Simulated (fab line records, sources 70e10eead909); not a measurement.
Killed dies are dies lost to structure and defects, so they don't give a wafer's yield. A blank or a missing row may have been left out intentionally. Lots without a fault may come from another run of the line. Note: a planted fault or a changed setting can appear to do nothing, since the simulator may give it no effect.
fab line records	flow nand_harc
record lots=6	wafers=18	last_day=24
route steps=1159 shown P_STI@102 P_GATE@110 END@1159
lots that met no fault: from a run of the same line without faults
start_h: hours from the record's opening day to when the first of the lot's shown wafers began	wait_h: hours elapsed since this lot's preceding step	" identical to the entry in the row above	L1.1+2: a row that stands for several wafers	- value missing, or start not given	* or withheld: withheld	< > ~ a bound
route shown NAME@n: a module of which the file shows steps, and the number in the route of the first	usual: the fault-free wafers' mean and standard deviation	same: alike in all rows	chamber/n: place in a boat	sites: readings site by site	_std_site: the values' standard deviation	_edge_site: inner sites' mean taken away from outer sites' mean	radius_mm: how far each site lies from the wafer's centre	mask NAME#n: copy n	behind: the last tool/chamber to shape the wafer	hold: cause of the lot's hold/its duration in hours/its outcome	device: names the non-switching transistor (n, p or np)	end of line: tests of these same wafers at the route's end	for a step that has no rows: nothing shown but its recipe	killed: dies that structure and defects cost at the first sort, which is not the same as the wafer's yield	map: a wafer's dies, x killed, . not, _ none there
set.NAME: the setting that was run; set.NAME@STEP: the one run at that earlier step	model.NAME: the simulator's own value behind a step, which no gauge read
lots at some steps of the route; a table a step, a row a wafer
services: from which hour (start_h, from the record's first day; less than 0 if before it) a tool's chamber was out of use, for how many hours, and why
## steps
# step NHARC_P_STI_SRD_35
# step NHARC_P_STI_ETCH_36
# recipe target_depth_a=388	chemistry=dHF	material=SiO2
# step NHARC_P_STI_STRIP_24
# recipe temp_c=160	chemistry=H3PO4	material=Si3N4
# step NHARC_P_STI_ETCH_37
# recipe target_depth_a=110	chemistry=dHF	material=SiO2
# step NHARC_P_STI_PRECLEAN_38
# recipe time_s=*	temp_c=50	bath_age_min=0	chemistry=SC1
# step NHARC_P_STI_SRD_39
# step NHARC_P_STI_OXIDE_40
# recipe target_thk_a=100	temp_c=900	ox_time_s=1362	material=SiO2
# step NHARC_P_STI_INSPECT_25
# usual raw_defect_count=224/76
lot.wafer	tool	chamber	start_h	wait_h	raw_defect_count
L412.1	defect_inspect-02	-	62.76	0.4	402
L412.3	"	-	"	"	401
L412.4	"	-	"	"	389
L416.4	defect_inspect-02	-	93.32	0.4	215
L416.5	"	-	"	"	178
L416.6	"	-	"	"	201
L428.1	defect_inspect-02	-	164.62	0.4	145
L428.3	"	-	"	"	130
L428.6	"	-	"	"	167
L429.1	defect_inspect-01	-	164.62	0.4	272
L429.4	"	-	"	"	342
L429.6	"	-	"	"	330
L433.1	defect_inspect-01	-	187.18	0.4	137
L433.4	"	-	"	"	265
L433.5	"	-	"	"	223
L434.1	defect_inspect-02	-	195.11	0.4	181
L434.5	"	-	"	"	132
L434.6	"	-	"	"	198
# step NHARC_P_GATE_ETCH_69
# recipe target_depth_a=140	chemistry=dHF	material=SiO2
# step NHARC_P_GATE_PRECLEAN_70
# recipe time_s=*	temp_c=50	bath_age_min=0	chemistry=SC1
# step NHARC_P_GATE_SRD_01
# step NHARC_P_GATE_OXIDE_02
# recipe target_thk_a=375	temp_c=950	p_h2o_torr=720	ox_time_s=365	material=SiO2
# usual zone_power_centre_pct=22.9/1.5
lot.wafer	tool	chamber	start_h	wait_h	zone_power_centre_pct
L412.1	furnace-01	0	65.80	-	24.9
L412.3	"	0	"	"	24.8
L412.4	"	0	"	"	24.5
L416.4	furnace-08	0	96.60	-	21.6
L416.5	"	0	"	"	21.1
L416.6	"	0	"	"	21.4
L428.1	furnace-08	0	167.90	-	21.5
L428.3	"	0	"	"	21.6
L428.6	"	0	"	"	21.5
L429.1	furnace-08	0	167.90	-	21.7
L429.4	"	0	"	"	21.2
L429.6	"	0	"	"	21.4
L433.1	furnace-04	0	190.46	-	22.3
L433.4	"	0	"	"	21.9
L433.5	"	0	"	"	22.3
L434.1	furnace-04	0	198.39	-	22.6
L434.5	"	0	"	"	22.0
L434.6	"	0	"	"	22.3
# step NHARC_P_GATE_DEHYDRATE_03
# recipe temp_c=150	time_s=120
# step NHARC_P_GATE_HMDS_04
# recipe time_s=30
# step NHARC_P_GATE_COAT_05
# recipe spin_rpm=4690
# step NHARC_P_GATE_SOFTBAKE_06
# recipe temp_c=122	time_s=95
# step NHARC_P_GATE_EBR_07
# step NHARC_P_GATE_EXPOSE_08
# recipe na=0.6	dose_mj=16.75	mask_id=P_HV
# step NHARC_P_GATE_PEB_09
# recipe peb_temp_c=118	peb_time_s=85
# step NHARC_P_GATE_DEVELOP_10
# recipe time_s=70
# step NHARC_P_GATE_CD_MEAS_11
# recipe target_cd_nm=1640	landing_energy_ev=500
# usual cd_nm=1640.5/1.3
lot.wafer	tool	chamber	start_h	wait_h	cd_nm
L412.1	cd_sem-02	0	70.87	-	1640.5
L412.3	"	0	"	"	1638.9
L412.4	"	0	"	"	1640.8
L416.4	cd_sem-03	0	101.62	-	1642.0
L416.5	"	0	"	"	1641.5
L416.6	"	0	"	"	1642.8
L428.1	cd_sem-01	0	172.82	-	1642.1
L428.3	"	0	"	"	1641.1
L428.6	"	0	"	"	1640.4
L429.1	cd_sem-02	0	172.99	-	1642.0
L429.4	"	0	"	"	1641.8
L429.6	"	0	"	"	1641.4
L433.1	cd_sem-02	0	195.50	-	1639.1
L433.4	"	0	"	"	1640.5
L433.5	"	0	"	"	1640.4
L434.1	cd_sem-03	0	203.46	-	1640.3
L434.5	"	0	"	"	1640.3
L434.6	"	0	"	"	1640.9
# step NHARC_P_GATE_HARDBAKE_12
# recipe temp_c=125	time_s=80
# step NHARC_P_GATE_DESCUM_13
# recipe time_s=3	o2_flow_sccm=200	ar_flow_sccm=0	bias_power_w=0	chemistry=O2
# usual drypump_motor_current_A=5.58/0.29	oes_product_au=1.003/0.0073	rf_vpp_V=57.8/0.92	showerhead_plenum_p_Torr=1.94/0.072	throttle_valve_pct=11.311/0.0086
lot.wafer	tool	chamber	start_h	wait_h	drypump_motor_current_A	oes_product_au	rf_hours_counter_h	rf_vpp_V	showerhead_plenum_p_Torr	throttle_valve_pct
L412.4	rie_diel-12	3	71.03	-	5.43	1.004	5	58.0	1.86	11.307
L412.1	"	1	"	"	5.75	0.995	6	58.1	1.91	11.291
L412.3	"	2	"	"	5.88	1.000	6	57.4	1.86	11.304
L416.4	rie_diel-04	2	101.82	-	5.07	0.998	58	58.2	1.95	11.311
L416.6	"	3	"	"	5.76	0.993	-	57.3	1.99	11.313
L416.5	"	0	"	"	5.37	1.001	-	59.1	1.88	11.321
L428.3	rie_diel-12	2	172.98	-	5.87	0.995	28	59.1	1.85	11.304
L428.1	"	3	"	"	5.44	0.999	22	57.2	1.85	11.330
L428.6	"	3	"	"	5.40	0.996	-	57.6	1.85	11.327
L429.4	rie_diel-12	3	173.16	-	5.43	0.998	22	57.2	1.85	11.307
L429.1	"	0	"	"	5.54	1.006	27	59.1	2.02	11.319
L429.6	"	3	"	"	5.44	0.996	-	56.9	1.85	11.321
L433.4	rie_diel-12	1	195.71	-	5.77	1.006	32	57.7	1.91	11.309
L433.1	"	3	"	"	5.44	1.008	27	56.9	1.85	11.303
L433.5	"	0	"	"	5.53	1.005	-	56.0	2.02	11.313
L434.1	rie_diel-02	1	203.68	-	5.82	0.989	20	57.6	1.90	11.314
L434.5	"	1	"	"	5.83	0.991	-	58.7	1.90	11.299
L434.6	"	2	"	"	6.21	0.988	-	57.6	2.02	11.297
# step NHARC_P_GATE_ETCH_14
# recipe target_depth_a=488	chemistry=dHF	material=SiO2
# step NHARC_P_GATE_STRIP_15
# recipe time_s=780	temp_c=130	chemistry=SPM
# step NHARC_P_GATE_PRECLEAN_71
# recipe time_s=*	temp_c=50	bath_age_min=0	chemistry=SC1
# step NHARC_P_GATE_SRD_72
# step NHARC_P_GATE_OXIDE_16
# recipe target_thk_a=30	temp_c=875	ox_time_s=392	material=SiO2
# step NHARC_P_GATE_CVD_17
# recipe target_thk_a=1500	temp_c=620	time_s=900	material=poly-Si
# step NHARC_P_GATE_HM_DEP_102
# recipe target_thk_a=1200	temp_c=400	material=aC
# usual susceptor_temp_C=399.98/0.21	throttle_valve_pct=35.000/0.0098
lot.wafer	tool	chamber	start_h	wait_h	susceptor_temp_C	throttle_valve_pct
L412.1	acl_dep-03	0	84.28	0.4	-	35.013
L412.3	"	0	"	"	-	34.997
L412.4	"	0	"	"	-	35.015
L416.4	acl_dep-02	0	114.28	0.7	399.94	34.998
L416.5	"	0	"	"	399.67	34.993
L416.6	"	0	"	"	399.56	34.986
L428.1	acl_dep-03	0	187.60	2.6	400.15	34.991
L428.3	"	0	"	"	400.15	35.000
L428.6	"	0	"	"	400.46	35.003
L429.1	acl_dep-02	0	188.00	3.0	399.99	35.006
L429.4	"	0	"	"	400.15	35.002
L429.6	"	0	"	"	400.10	34.993
L433.1	acl_dep-01	0	207.82	0.4	399.80	34.986
L433.4	"	0	"	"	399.95	34.989
L433.5	"	0	"	"	400.13	35.003
L434.1	acl_dep-01	0	216.52	0.4	399.85	34.994
L434.5	"	0	"	"	400.31	35.014
L434.6	"	0	"	"	400.27	35.004
# step NHARC_P_GATE_DEP_103
# recipe target_thk_a=300	target_thk_nm=30	temp_c=400	flow_sccm=200	rf_w=350	material=SiON
# usual heater_power_outer_w=443/67	heater_power_w=753/94	susceptor_temp_C=399.94/0.2
lot.wafer	tool	chamber	start_h	wait_h	heater_power_outer_w	heater_power_w	susceptor_temp_C
L412.3	pecvd-03	0	84.97	0.4	325	587	399.97
L412.1	"	1	"	"	487	849	400.00
L412.4	"	0	"	"	328	594	400.23
L416.4	pecvd-01	0	114.90	0.5	453	778	399.81
L416.5	"	1	"	"	425	723	399.86
L416.6	"	2	"	"	423	738	400.09
L428.3	pecvd-03	1	188.26	0.3	434	753	399.83
L428.1	"	2	"	"	425	735	399.70
L428.6	"	2	"	"	427	743	400.04
L429.1	pecvd-01	0	188.71	0.6	476	801	400.28
L429.4	"	0	"	"	458	786	400.24
L429.6	"	1	"	"	449	749	399.80
L433.1	pecvd-03	1	208.64	0.7	524	889	399.91
L433.5	"	1	"	"	524	877	399.88
L433.4	"	0	"	"	381	671	399.93
L434.1	pecvd-03	2	217.23	0.6	479	814	399.64
L434.6	"	0	"	"	330	607	400.35
L434.5	"	2	"	"	477	786	399.60
# step NHARC_P_GATE_DEHYDRATE_18
# recipe temp_c=150	time_s=120
# step NHARC_P_GATE_HMDS_19
# recipe time_s=30
# step NHARC_P_GATE_COAT_20
# recipe spin_rpm=1500	resist_thk_nm=90
# step NHARC_P_GATE_SOFTBAKE_21
# recipe temp_c=105	time_s=55
# step NHARC_P_GATE_EBR_22
# step NHARC_P_GATE_EXPOSE_23
# recipe na=1.35	target_cd_nm=120	dose_mj=93.91	mask_id=P_GATE
# step NHARC_P_GATE_PEB_24
# recipe peb_temp_c=100	peb_time_s=65
# step NHARC_P_GATE_DEVELOP_25
# recipe develop_time_s=35	dev_temp_c=23
# step NHARC_P_GATE_CD_MEAS_26
# recipe target_cd_nm=120	landing_energy_ev=500
# usual cd_nm=119.7/0.57
lot.wafer	tool	chamber	start_h	wait_h	cd_nm
L412.1	cd_sem-02	0	85.49	-	119.6
L412.3	"	0	"	"	119.8
L412.4	"	0	"	"	119.7
L416.4	cd_sem-03	0	115.53	-	119.5
L416.5	"	0	"	"	119.4
L416.6	"	0	"	"	119.5
L428.1	cd_sem-02	0	188.94	-	119.7
L428.3	"	0	"	"	119.6
L428.6	"	0	"	"	119.9
L429.1	cd_sem-01	0	190.54	-	119.4
L429.4	"	0	"	"	119.5
L429.6	"	0	"	"	119.2
L433.1	cd_sem-01	0	209.32	-	119.4
L433.4	"	0	"	"	119.9
L433.5	"	0	"	"	119.7
L434.1	cd_sem-01	0	217.95	-	119.6
L434.5	"	0	"	"	120.4
L434.6	"	0	"	"	121.1
# step NHARC_P_GATE_OVL_MEAS_27
# usual overlay_x_nm=0.3/0.77	overlay_y_nm=0.2/1.1
lot.wafer	tool	chamber	start_h	wait_h	overlay_x_nm	overlay_y_nm
L412.1	overlay-02	-	85.58	-	-0.8	2.9
L412.3	"	-	"	"	-1.1	2.7
L412.4	"	-	"	"	-0.7	3.1
L416.4	overlay-02	-	115.61	-	0.2	-0.7
L416.5	"	-	"	"	0.3	0.0
L416.6	"	-	"	"	-0.3	0.1
L428.1	overlay-02	-	189.03	-	-0.4	0.2
L428.3	"	-	"	"	0.1	-0.1
L428.6	"	-	"	"	0.2	0.6
L429.1	overlay-01	-	190.63	-	-0.8	0.7
L429.4	"	-	"	"	-0.6	0.8
L429.6	"	-	"	"	-0.3	0.9
L433.1	overlay-02	-	209.41	-	-0.5	-0.2
L433.4	"	-	"	"	0.3	-0.2
L433.5	"	-	"	"	-0.3	-0.3
L434.1	overlay-01	-	218.04	-	2.0	-1.3
L434.5	"	-	"	"	2.9	-1.7
L434.6	"	-	"	"	2.4	-0.8
# step NHARC_P_GATE_INSPECT_28
# usual raw_defect_count=6.0/2.6
lot.wafer	tool	chamber	start_h	wait_h	hold	raw_defect_count
L412.1	defect_inspect-01	-	85.61	0.0	-	4
L412.3	"	-	"	"	-	0
L412.4	"	-	"	"	-	3
L416.4	defect_inspect-01	-	115.65	0.0	-	2
L416.5	"	-	"	"	-	2
L416.6	"	-	"	"	-	5
L428.1	defect_inspect-02	-	189.07	0.0	await_dispo/0.2h/release	326
L428.3	"	-	"	"	await_dispo/0.2h/release	332
L428.6	"	-	"	"	await_dispo/0.2h/release	359
L428.1	defect_inspect-02	-	189.24	0.2	-	330
L428.3	"	-	"	"	-	331
L428.6	"	-	"	"	-	352
L429.1	defect_inspect-02	-	190.66	0.0	await_dispo/0.2h/release	345
L429.4	"	-	"	"	await_dispo/0.2h/release	306
L429.6	"	-	"	"	await_dispo/0.2h/release	310
L429.1	defect_inspect-02	-	190.84	0.2	-	338
L429.4	"	-	"	"	-	306
L429.6	"	-	"	"	-	308
L433.1	defect_inspect-02	-	209.44	0.0	-	3
L433.4	"	-	"	"	-	4
L433.5	"	-	"	"	-	3
L434.1	defect_inspect-01	-	218.08	0.0	-	7
L434.5	"	-	"	"	-	6
L434.6	"	-	"	"	-	2
# step NHARC_END_SORT_01
# recipe temp_c=25
# usual defect_limited_yield=95.1/1.8	killed_at_array=29/11	killed_at_other=0.6/0.89	killed_at_periphery=3.8/2.8	killed_dies=33/12	killed_open=3.5/1.9	killed_short=1.9/1.3	sort_bin_2_pct=1.5/0.72	sort_bin_3_pct=0.28/0.23	sort_bin_4_pct=3.1/1.2	sort_n_pass=644/12	sort_rim_yield_pct=94.8/2.9	sort_yield_pct=95.1/1.8
# same gross_dies=677	sort_bin_5_pct[%]=0	sort_bin_6_pct[%]=0	sort_bin_7_pct[%]=0	sort_bin_8_pct[%]=0	sort_rim_n_gross=106.00
lot.wafer	tool	chamber	start_h	wait_h	defect_limited_yield[%]	killed_at_array	killed_at_other	killed_at_periphery	killed_dies	killed_open	killed_short	sort_bin_2_pct[%]	sort_bin_3_pct[%]	sort_bin_4_pct[%]	sort_n_pass	sort_rim_yield_pct[%]	sort_yield_pct[%]
L412.1	prober-01	0	447.05	2.5	96.0	25	0	2	27	2	4	0.7	0.44	2.8	650	93.4	96.0
L412.3	prober-01	0	448.64	3.1	95.7	25	0	4	29	5	1	1.5	0	2.8	648	97.2	95.7
L412.4	prober-01	0	449.44	3.4	97.0	17	1	2	20	4	0	0.7	0.30	1.9	657	96.2	97.0
L416.4	prober-02	0	475.84	3.4	97.8	13	0	2	15	4	2	1.2	0.15	0.9	662	95.3	97.8
L416.5	prober-02	0	476.65	3.7	96.9	20	0	1	21	4	1	0.4	0.15	2.5	656	94.3	96.9
L416.6	prober-02	0	477.46	4.1	97.5	14	0	3	17	4	3	1.0	0	1.5	660	98.1	97.5
L433.1	prober-01	0	562.81	2.5	93.4	44	0	1	45	1	1	2.1	0.44	4.1	632	97.2	93.4
L433.4	prober-01	0	565.20	3.4	92.3	49	2	1	52	1	4	2.5	0.30	4.9	625	95.3	92.3
L433.5	prober-01	0	565.99	3.7	93.5	40	0	4	44	0	2	2.1	0.74	3.7	633	92.5	93.5
L434.1	prober-01	0	577.56	2.5	91.4	52	0	6	58	3	3	3.0	0.15	5.5	619	92.5	91.4
L434.5	prober-01	0	580.80	3.7	90.1	59	0	8	67	8	4	3.8	0.59	5.5	610	83.0	90.1
L434.6	prober-01	0	581.61	4.0	90.7	54	0	9	63	8	2	3.4	0.15	5.8	614	92.5	90.7
# killed by level:class
L412.1 A_SLIT:chamber_film_flake=9 A_CHANNEL_HOLE_D1:chamber_film_flake=3 A_STAIRCASE:chamber_film_flake=3 A_M1:chamber_film_flake=3 A_ONON_D1:geometric_particle:short=2 A_CONTACT:chamber_film_flake=2 P_M1:geometric_particle:short=1 A_CHANNEL_FILL_D1:geometric_particle:open=1
L412.3 A_SLIT:chamber_film_flake=11 A_STAIRCASE:chamber_film_flake=3 A_SGD_CUT:chamber_film_flake=3 P_CONTACT:geometric_particle:open=2 A_CONTACT:geometric_particle:open=2 A_SGD_CUT:geometric_particle:short=1 A_BLC:geometric_particle:open=1 P_GATE:chamber_film_flake=1
L412.4 A_SLIT:chamber_film_flake=5 A_CHANNEL_HOLE_D1:chamber_film_flake=3 A_CONTACT:geometric_particle:open=2 A_SGD_CUT:chamber_film_flake=2 A_CONTACT:chamber_film_flake=2 P_GATE:geometric_particle:open=1 A_M1:geometric_particle:open=1 P_GATE:chamber_film_flake=1
L416.4 A_CHANNEL_HOLE_D1:chamber_film_flake=4 A_CONTACT:chamber_film_flake=2 P_GATE:geometric_particle:short=1 P_M2:geometric_particle:open=1 A_ONON_D1:geometric_particle:open=1 A_WL_FILL:geometric_particle:short=1 A_CONTACT:geometric_particle:open=1 A_BLC:geometric_particle:open=1
L416.5 A_STAIRCASE:chamber_film_flake=7 A_CHANNEL_HOLE_D1:chamber_film_flake=5 A_M0:chamber_film_flake=3 A_CHANNEL_FILL_D1:geometric_particle:open=2 A_CONTACT:geometric_particle:short=1 A_CONTACT:geometric_particle:open=1 A_M1:geometric_particle:open=1 P_CONTACT:chamber_film_flake=1
L416.6 A_CHANNEL_HOLE_D1:chamber_film_flake=4 A_M0:chamber_film_flake=2 P_GATE:geometric_particle:open=1 P_CONTACT:geometric_particle:short=1 P_CONTACT:geometric_particle:open=1 A_SOURCE_PLATE:geometric_particle:short=1 A_ONON_D1:geometric_particle:short=1 A_CHANNEL_FILL_D1:geometric_particle:open=1
L433.1 A_CHANNEL_HOLE_D1:chamber_film_flake=19 A_SLIT:chamber_film_flake=18 A_WL_FILL:chamber_film_flake=2 A_CONTACT:chamber_film_flake=2 P_M1:geometric_particle:short=1 A_ONON_D1:geometric_particle:open=1 A_ZERO_WELL:chamber_film_flake=1 A_STAIRCASE:chamber_film_flake=1
L433.4 A_SLIT:chamber_film_flake=21 A_CHANNEL_HOLE_D1:chamber_film_flake=19 A_WL_FILL:chamber_film_flake=3 A_CHANNEL_HOLE_D1:geometric_particle:short=1 A_CHANNEL_FILL_D1:geometric_particle:short=1 A_WL_FILL:geometric_particle:open=1 A_CONTACT:geometric_particle:short=1 A_M0:geometric_particle:short=1
L433.5 A_CHANNEL_HOLE_D1:chamber_film_flake=20 A_SLIT:chamber_film_flake=12 A_CONTACT:chamber_film_flake=7 P_M0:geometric_particle:short=2 P_STI:chamber_film_flake=1 P_GATE:chamber_film_flake=1 A_WL_FILL:chamber_film_flake=1
L434.1 A_CHANNEL_HOLE_D1:chamber_film_flake=25 A_SLIT:chamber_film_flake=14 A_CONTACT:chamber_film_flake=6 A_ZERO_WELL:chamber_film_flake=3 P_STI:geometric_particle:short=2 P_M0:chamber_film_flake=2 P_CONTACT:geometric_particle:open=1 A_SGD_CUT:geometric_particle:open=1
L434.5 A_CHANNEL_HOLE_D1:chamber_film_flake=22 A_SLIT:chamber_film_flake=16 A_CONTACT:chamber_film_flake=12 P_CONTACT:geometric_particle:open=2 A_ONON_D1:geometric_particle:open=2 A_ONON_D1:geometric_particle:short=2 P_GATE:chamber_film_flake=2 P_M0:chamber_film_flake=2
L434.6 A_SLIT:chamber_film_flake=19 A_CHANNEL_HOLE_D1:chamber_film_flake=19 A_CONTACT:chamber_film_flake=9 P_M0:chamber_film_flake=4 P_M0:geometric_particle:open=2 P_GATE:geometric_particle:open=1 P_CONTACT:geometric_particle:open=1 A_SOURCE_PLATE:geometric_particle:short=1
## services
tool	chamber	start_h	hours	kind
acl_dep-03	-	42.21	13.0	pm
pecvd-01	-	56.00	13.0	pm
rie_diel-12	0	58.90	-	clean
rie_diel-12	1	58.90	-	clean
rie_diel-12	2	58.90	-	clean
rie_diel-12	3	58.90	-	clean
rie_diel-12	0	83.47	-	clean
rie_diel-12	1	83.47	-	clean
rie_diel-12	2	83.47	-	clean
rie_diel-12	3	83.47	-	clean
pecvd-01	2	86.25	6.5	repair
acl_dep-02	-	99.29	2.0	repair
pecvd-03	-	111.00	13.0	pm
acl_dep-01	-	111.99	13.0	pm
rie_diel-04	-	112.09	9.0	pm
rie_diel-12	3	116.65	4.4	repair
rie_diel-04	1	121.94	9.3	repair
rie_diel-04	-	130.91	2.7	repair
rie_diel-12	3	146.58	16.9	repair
rie_diel-02	-	151.26	9.0	pm
acl_dep-02	-	167.92	13.0	pm
pecvd-01	2	188.40	30.7	repair
rie_diel-12	1	198.75	4.1	repair
rie_diel-12	-	202.40	9.0	pm
## key
first_sign step=NHARC_P_GATE_INSPECT_28	reading=raw_defect_count	direction=up	sigmas=99+	usual=6.0	struck=329.7
effect step=NHARC_P_GATE_INSPECT_28	reading=hold	direction=added
met_at NHARC_P_GATE_OXIDE_02
struck_wafers L428.1,L428.3,L428.6,L429.1,L429.4,L429.6
scrapped_behind NHARC_P_GATE_INSPECT_28 L428.1,L428.3,L428.6,L429.1,L429.4,L429.6
onset_between 96.60 167.90
fault kind=chamber_particle_source	tool=furnace-08	chamber=-	onset_h=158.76	steps=NHARC_P_GATE_OXIDE_02	rate_per_visit_cm2=0.50607	end_h=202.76
